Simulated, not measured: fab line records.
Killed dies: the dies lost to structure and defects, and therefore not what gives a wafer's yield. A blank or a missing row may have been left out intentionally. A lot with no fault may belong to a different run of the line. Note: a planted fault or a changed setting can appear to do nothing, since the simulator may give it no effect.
A struck lot beside a sound one || flow nand-harc || 13 out of 1302 route steps
Sound: wafers L111.1, L111.3, L111.6. Struck: wafers L115.2, L115.5 (left out: L115.3, a lot-mate that was not struck); the cause follows at the end.
For every step that has rows: the tool of each side, followed by ch and its chambers, followed by its first start. Under that, the readings that differ: sound wafers || struck wafers || difference of the means || sigmas: that difference in standard deviations of wafers without a fault.
alike: words and numbers the same on both sides, and readings whose means are apart by under 2 such deviations; not compared: readings that were withheld, readings missing a value for some wafer, numbers with overlapping values and no deviation given by the record, and bounds like >300 which may hide the same value.
Wherever a step has rows on one side only, a row that says differs or no value, or a row with sigmas, the two part there. Numbers that have no deviation but don't overlap get no sigmas and don't part them. Lack of a reading on every wafer of one side parts them only where that side has two or more wafers.

NHARC_A_CHANNEL_FILL_D1_THK_MEAS_06: measures by ellipsometry.
  struck on film-metro-01, day 12 22:40; sound on film-metro-01, day 10 18:44
{"reading": "thk-nm (nm)", "sound": "3.7 2.9 5.5", "struck": "6.4 5.9", "difference": "+2.1", "sigmas": "+2"}
NHARC_A_CHANNEL_FILL_D1_ALD_25: deposits SiOx, target thk 60 nm, pulse time 10 s, ald cycles 600.
  sound on ald-hk-03 ch 1,2,3, day 10 18:47; struck on ald-hk-03 ch 1,2, day 12 23:20
  alike: heater-power-w, precursor-pulse-height-rel
NHARC_A_CHANNEL_FILL_D1_ETCHBACK_08: etches the open film in C4F8, target depth 220 nm, time 110 s.
  sound on rie-diel-03 ch 0,1,2; struck on rie-diel-11 ch 1,3
  alike: oes-product-au, rf-vpp-V, run-length-s
  not compared: rf-hours-counter-h
NHARC_A_CHANNEL_FILL_D1_STRIP_29: strips in O2, time 20 s.
  sound on rie-diel-03 ch 1,2,3; struck on rie-diel-11 ch 1,2
  alike: drypump-motor-current-A, mfc-ar-sccm, oes-product-au, rf-vpp-V, showerhead-plenum-p-Torr, throttle-valve-pct
  not compared: rf-hours-counter-h
then, 3 steps without rows for these wafers: NHARC_A_CHANNEL_FILL_D1_PRECLEAN_30 (cleans in dHF, time 30 s); NHARC_A_CHANNEL_FILL_D1_SRD_31; NHARC_A_CHANNEL_FILL_D1_CVD_09 (deposits poly-Si, target thk 150 nm, time 3000 s).
NHARC_A_CHANNEL_FILL_D1_CMP_10: polishes, target thk 150 nm.
  sound on cmp-02 ch 0,2, day 11 06:11; struck on cmp-01 ch 2,3, day 13 10:47
{"reading": "time-to-endpoint-s (s)", "sound": "15.0 18.6 16.6", "struck": "11.4 12.8", "difference": -4.6, "sigmas": -2}
  alike: motor-current-A
following that, these wafers have no rows for 1 step: NHARC_A_CHANNEL_FILL_D1_SRD_12.
NHARC_A_CHANNEL_FILL_D1_INSPECT_13:
  struck on defect-inspect-02, day 13 11:11; sound on defect-inspect-02, day 11 06:35
  alike: raw-defect-count
NHARC_A_DECK1_JOINT_ETCHBACK_07: etches the open film in HBr, target depth 105 nm, time 26.9 s.
  sound on rie-si-02 ch 1,3, day 11 06:39; struck on rie-si-02 ch 0,3, day 13 11:16
{"reading": "run-length-s (s)", "sound": "48.0 48.5 48.0", "struck": "38.6 38.5", "difference": -9.6, "sigmas": -27}
  alike: drypump-motor-current-A, he-backside-leak-sccm, oes-product-au, throttle-valve-pct
  not compared: rf-hours-counter-h
then, 1 step without rows for these wafers: NHARC_A_DECK1_JOINT_ETCH_25 (etches SiO2 in dHF, target depth 0.5 nm).
-- record jumps: 13 days between struck wafers' starts before vs after; left off in module A_DECK1_JOINT, resumes in module END, first step shown is number 1302 of the route --
NHARC_END_SORT_01:
  at this point the record logs the struck wafers (prober-01 ch 0, day 26 16:57) and has no rows for the sound ones

== WHERE THEY PART ==
First at NHARC_A_CHANNEL_FILL_D1_THK_MEAS_06; last, within this record, at NHARC_END_SORT_01.

WHY: what had been put in by the simulator
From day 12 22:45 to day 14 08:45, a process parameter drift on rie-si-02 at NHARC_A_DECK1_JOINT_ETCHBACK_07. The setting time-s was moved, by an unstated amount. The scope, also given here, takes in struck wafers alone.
